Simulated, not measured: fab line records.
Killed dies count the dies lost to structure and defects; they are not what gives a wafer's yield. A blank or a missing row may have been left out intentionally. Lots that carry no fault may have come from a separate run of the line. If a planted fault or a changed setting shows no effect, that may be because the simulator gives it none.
Chamber matching ; flow n5-finfet ; N5_BEOL_M1_DEP_57 on pecvd-04: 3 sister chambers
The step deposits SiCN from 3MS/NH3, target thk 8 nm, time 14 s. 3 wafers are shown with their chamber, then 8 later ones without.

## WAFERS, EACH WITH ITS CHAMBER
wafer;chamber;showerhead-plenum-p-Torr (Torr)
L084.4;0;3.675
L085.4;1;3.660
L089.2;2;3.655

## WAFERS WITH NO CHAMBER GIVEN
wafer;showerhead-plenum-p-Torr (Torr)
L089.3;3.656
L089.6;3.650
L092.1;3.675
L092.2;3.642
L092.3;3.641
L093.3;3.635
L093.5;3.669
L093.6;3.642

## WHICH CHAMBER EACH ONE RAN IN
wafer;from the rows above;in truth
L089.3;can't be placed: 2 or 1 or 0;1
L089.6;can't be placed: 2 or 1 or 0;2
L092.1;can't be placed: 0 or 1 or 2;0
L092.2;can't be placed: 2 or 1 or 0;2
L092.3;can't be placed: 2 or 1 or 0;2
L093.3;can't be placed: 2 or 1 or 0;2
L093.5;can't be placed: 0 or 1 or 2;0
L093.6;can't be placed: 2 or 1 or 0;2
Correctly placed: 0 of 8. These rows do not allow placing 8 (true chamber among the candidates in 8). 0 placed wrongly.
How it was worked out, from the rows above alone: a wafer's distance from a chamber is the root of the sum, over the readings, of the square of ((its reading less the chamber's mean) divided by the reading's scatter). If the next closest chamber is less than 2 further off than the closest, the wafer can't be placed; otherwise it belongs to the closest. Each chamber's mean is taken over the wafers shown for it. The scatter: with one shown wafer a chamber, the root of the mean of the squares of how far each hidden wafer lies from its nearest shown one.
